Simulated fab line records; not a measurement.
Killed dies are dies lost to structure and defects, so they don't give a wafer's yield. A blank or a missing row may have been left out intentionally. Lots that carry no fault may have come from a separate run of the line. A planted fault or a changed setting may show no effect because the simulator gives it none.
What tool caused it? -- flow nandHarc -- 39 wafers from 13 lots sampled at 6 of the route's 1302 steps

== WHAT THE GAUGES SHOWED, per wafer ==
NHARC_A_ZERO_WELL_INSPECT_17. Usual: rawDefectCount at 11, with a standard deviation of 5.4.
lot,measured,on,rawDefectCount,flag
L671,day 6 19:01,defectInspect-02,2 4 7,
L675,day 8 15:52,defectInspect-01,8 16 8,
L676,day 8 21:44,defectInspect-01,10 8 6,
L680,day 10 14:47,defectInspect-02,15 9 18,
L681,day 11 06:16,defectInspect-02,6 6 12,
L683,day 11 17:06,defectInspect-02,12 32 8,
L688,day 13 20:11,defectInspect-01,11 6 11,
L689,day 14 05:00,defectInspect-01,12 6 11,
L690,day 14 21:59,defectInspect-01,5 10 8,
L691,day 15 03:30,defectInspect-01,15 9 9,
L692,day 15 14:32,defectInspect-01,6 13 14,
L693,day 16 02:52,defectInspect-01,9 13 10,
L694,day 16 10:09,defectInspect-01,6 13 9,

NHARC_A_ONON_D1_THK_MEAS_30: measures by ellipsometry. Usual: thkNm at 997 nm, with a standard deviation of 9.9.
lot,measured,on,thkNm (nm),flag
L671,day 8 03:58,filmMetro-01,995 995 995,
L675,day 10 05:00,filmMetro-01,995 996 994,
L676,day 10 12:52,filmMetro-01,993 991 993,
L680,day 12 00:26,filmMetro-02,979 980 980,
L681,day 12 17:30,filmMetro-02,680 681 683,OFF
L683,day 13 02:47,filmMetro-02,669 669 668,OFF
L688,day 15 08:28,filmMetro-02,1012 1013 1013,
L689,day 15 16:24,filmMetro-02,998 997 997,
L690,day 16 07:34,filmMetro-01,994 993 993,
L691,day 16 14:37,filmMetro-01,1008 1007 1006,
L692,day 17 03:45,filmMetro-01,994 991 992,
L693,day 17 15:04,filmMetro-02,987 987 988,
L694,day 17 20:08,filmMetro-02,1000 1004 1003,

NHARC_END_SORT_01. Usual: killedAtArray 56, standard deviation 20; killedAtOther 1, standard deviation 1.3; killedAtPeriphery 3.5, standard deviation 2.7; killedDies 60, standard deviation 20; killedOpen 3.3, standard deviation 1.6; killedShort 2.4, standard deviation 1.5.
lot,measured,on,killedAtArray,killedAtOther,killedAtPeriphery,killedDies,killedOpen,killedShort,flag
L681,day 28 07:16,prober-02,674 666 675,2 5 0,1 6 2,677 677 677,6 5 4,2 2 2,OFF
L683,day 29 06:25,prober-02,672 676 671,2 0 1,3 1 5,677 677 677,3 3 6,2 2 6,OFF

== WHICH TOOL RAN EACH LOT (tool, then ch and the chambers of the sampled wafers, then the start) ==
lot,NHARC_P_BONDPAD_ACTIVATE_29,NHARC_A_ONON_D1_DEP_28,NHARC_A_CHANNEL_HOLE_D1_DEP_01
L671,"rieDiel-02 ch 1,2,3, day 6 16:13","pecvdOnon-02 ch 0, day 8 03:28","pecvd-03 ch 0,1,2, day 8 06:29"
L675,"rieDiel-02 ch 0,2, day 8 13:08","pecvdOnon-01 ch 0, day 10 04:29","pecvd-03 ch 0,1, day 10 07:49"
L676,"rieDiel-06 ch 2,3, day 8 18:57","pecvdOnon-04 ch 0, day 10 12:21","pecvd-04 ch 0,1,2, day 10 17:14"
L680,"rieDiel-11 ch 0,2, day 10 12:11","pecvdOnon-04 ch 0, day 12 00:03","pecvd-03 ch 0,1, day 12 04:28"
L681,"rieDiel-02 ch 1,2, day 11 03:32","pecvdOnon-04 ch 0, day 12 16:59",-
L683,"rieDiel-06 ch 0,1, day 11 14:25","pecvdOnon-04 ch 0, day 13 02:20",-
L688,"rieDiel-02 ch 0,1,2, day 13 17:23","pecvdOnon-02 ch 0, day 15 07:58","pecvd-04 ch 0,1, day 15 11:53"
L689,"rieDiel-11 ch 0,1,3, day 14 02:19","pecvdOnon-01 ch 0, day 15 15:57","pecvd-02 ch 0,1, day 15 18:59"
L690,"rieDiel-02 ch 0,3, day 14 19:08","pecvdOnon-01 ch 0, day 16 07:04","pecvd-02 ch 0,1,2, day 16 11:28"
L691,"rieDiel-06 ch 1,2, day 15 00:56","pecvdOnon-01 ch 0, day 16 14:06","pecvd-03 ch 1,2, day 16 21:26"
L692,"rieDiel-11 ch 1,2,3, day 15 11:57","pecvdOnon-02 ch 0, day 17 03:17","pecvd-02 ch 0,1,2, day 17 06:20"
L693,"rieDiel-06 ch 1,3, day 16 00:17","pecvdOnon-04 ch 0, day 17 14:37","pecvd-04 ch 0,1, day 17 17:37"
L694,"rieDiel-11 ch 1,2,3, day 16 07:33","pecvdOnon-01 ch 0, day 17 19:40","pecvd-02 ch 0,1, day 17 23:17"
- NHARC_P_BONDPAD_ACTIVATE_29: chemistry N2, time 60 s.
- NHARC_A_ONON_D1_DEP_28: target thk 1000 nm.
- NHARC_A_CHANNEL_HOLE_D1_DEP_01: deposits SiON, target thk 140 nm.

== WHAT THE TOOLS THEMSELVES READ (means of the sampled wafers that have a number; where no wafer has one, the mark that the record gives instead) ==
NHARC_P_BONDPAD_ACTIVATE_29. Usual: drypumpMotorCurrentA 5.5 A, standard deviation 0.53; mfcArSccm 0.004 sccm, standard deviation 0.0088; oesProductAu 1.002 a.u., standard deviation 0.0065; rfVppV 64.1 V, standard deviation 0.97; showerheadPlenumPTorr 1.78 Torr, standard deviation 0.077.
lot,tool,drypumpMotorCurrentA (A),mfcArSccm (sccm),oesProductAu (a.u.),rfVppV (V),showerheadPlenumPTorr (Torr),flag
L671,rieDiel-02,5.5,0.015,1.001,64.4,1.78,
L675,rieDiel-02,5.5,0.009,1.002,62.8,1.74,
L676,rieDiel-06,4.9,0.000,1.008,63.7,1.74,
L680,rieDiel-11,5.4,0.000,1.003,63.4,1.73,
L681,rieDiel-02,5.4,0.006,0.999,63.4,1.76,
L683,rieDiel-06,6.0,0.000,1.008,64.1,1.82,
L688,rieDiel-02,5.3,0.006,1.001,63.7,1.81,
L689,rieDiel-11,5.3,0.002,1.004,64.2,1.71,
L690,rieDiel-02,5.6,0.027,1.000,65.2,1.78,
L691,rieDiel-06,5.7,0.000,1.001,63.6,1.70,
L692,rieDiel-11,5.6,0.002,1.012,63.4,1.74,
L693,rieDiel-06,5.0,0.000,0.996,63.6,1.78,
L694,rieDiel-11,5.7,0.002,1.006,63.3,1.74,

NHARC_A_CHANNEL_HOLE_D1_DEP_01. Usual: heaterPowerW 703 W, standard deviation 80; showerheadVppV 1150 V, standard deviation 42.
lot,tool,heaterPowerW (W),showerheadVppV (V),flag
L671,pecvd-03,746,1178,
L675,pecvd-03,720,1152,
L676,pecvd-04,703,1127,
L680,pecvd-03,633,1162,
L688,pecvd-04,723,1152,
L689,pecvd-02,688,1149,
L690,pecvd-02,686,1145,
L691,pecvd-03,675,1192,
L692,pecvd-02,722,1152,
L693,pecvd-04,702,1132,
L694,pecvd-02,774,1126,

== THE ANSWER, worked out from the rows above alone ==
Rule: take the mean of a lot's wafers that have a number; if it is more than 3 standard deviations from the usual mean, the lot is off. A lot without any number at a reading at which 4 lots or more have one is off too. Any other lot the step has rows for is counted as sound. First the gauges in route order, then the tools' own readings, where a lot's mean is used as printed above. The first step at which some lot is off is used, and at that step the reading that is off furthest; a lot without a number counts as furthest.
Off at NHARC_A_ONON_D1_THK_MEAS_30 (thkNm): L681, L683.
A tool fits if, at a process step before that reading, it ran every lot that is off, and no sound lot after the first of them. The gauges at NHARC_A_ONON_D1_THK_MEAS_30 aren't tried: what is off there is off at NHARC_END_SORT_01 too, on other tools, and a gauge's error can't cause that. No candidate that was tried fits.

== WHAT THE SIMULATOR HAD INSERTED ==
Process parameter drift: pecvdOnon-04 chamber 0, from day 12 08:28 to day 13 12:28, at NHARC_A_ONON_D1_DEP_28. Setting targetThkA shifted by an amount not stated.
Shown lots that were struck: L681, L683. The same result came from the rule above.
